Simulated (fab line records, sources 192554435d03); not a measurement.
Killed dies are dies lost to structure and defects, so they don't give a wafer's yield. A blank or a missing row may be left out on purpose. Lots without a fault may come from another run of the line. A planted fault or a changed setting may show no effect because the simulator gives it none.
One fault seen from 2 desks | flow n5_finfet | each desk has only its own numbers; what lay behind them comes last

THE METROLOGY DESK
What the gauges read, lot by lot, whatever tool the lot ran on: means of the sampled wafers that have a number. A lot is out of limits, marked OUT, if its mean lies more than 4 standard deviations from the usual mean; the brackets give that distance. Of its 10 readings 7 are shown: those that lie furthest out on some lot.
Columns: A = DIBL_N at N5_BEOL_M4_RC_MEAS_101, usual 35.9 mV/V; B = DIBL_P at N5_BEOL_M4_RC_MEAS_101, usual 35.9 mV/V; C = IOFF_N at N5_BEOL_M4_RC_MEAS_101, usual 0.152 nA/um; D = IOFF_P at N5_BEOL_M4_RC_MEAS_101, usual 0.204 nA/um; E = ION_P at N5_BEOL_M4_RC_MEAS_101, usual 462 uA/um; F = SS_N at N5_BEOL_M4_RC_MEAS_101, usual 71.4 mV/dec; G = VT_N at N5_BEOL_M4_RC_MEAS_101, usual 250.3 mV
lot  | first seen here | A    | B    | C     | D     | E   | F    | G
L407 | day 10 22:42    | 35.8 | 35.1 | 0.153 | 0.198 | 465 | 71.4 | 249.6
L415 | day 12 12:48    | 37.1 | 37.4 | 0.172 | 0.233 | 464 | 71.5 | 247.8
L416 | day 13 14:28    | 36.6 | 36.8 | 0.143 | 0.177 | 457 | 71.0 | 249.5
L419 | day 13 17:47    | 36.2 | 36.9 | 0.166 | 0.193 | 463 | 71.5 | 248.4
This desk's finding: nothing out of limits on any of the 4 lots.

THE TOOL OWNER'S DESK: lpcvd-01
The tool's own readings at N5_DUMMY_GATE_HM_DEP_06 (deposits SiNx from DCS/NH3, target thk 80 nm, time 5141 s): means of the sampled wafers that have a number, for each lot that ran on this tool. A lot is out of limits, marked OUT, if its mean lies more than 4 standard deviations from the usual mean; the brackets give that distance.
Columns: A = spike_tc_centre_C at N5_DUMMY_GATE_HM_DEP_06, usual 700.3 C; B = spike_tc_lower_C at N5_DUMMY_GATE_HM_DEP_06, usual 699.8 C; C = zone_power_bottom_pct at N5_DUMMY_GATE_HM_DEP_06, usual 15.6 %
lot  | first seen here | A     | B     | C
L407 | day 4 20:23     | 699.9 | 700.7 | 16.4
L415 | day 6 16:49     | 699.8 | 699.4 | 14.7
L416 | day 7 01:19     | 699.9 | 699.5 | 14.7
This desk's finding: nothing out of limits on any of the 3 lots.

PUT TOGETHER
The metrology desk saw nothing out of limits.
The tool owner's desk saw nothing out of limits.

WHAT THE SIMULATOR HAD PUT IN
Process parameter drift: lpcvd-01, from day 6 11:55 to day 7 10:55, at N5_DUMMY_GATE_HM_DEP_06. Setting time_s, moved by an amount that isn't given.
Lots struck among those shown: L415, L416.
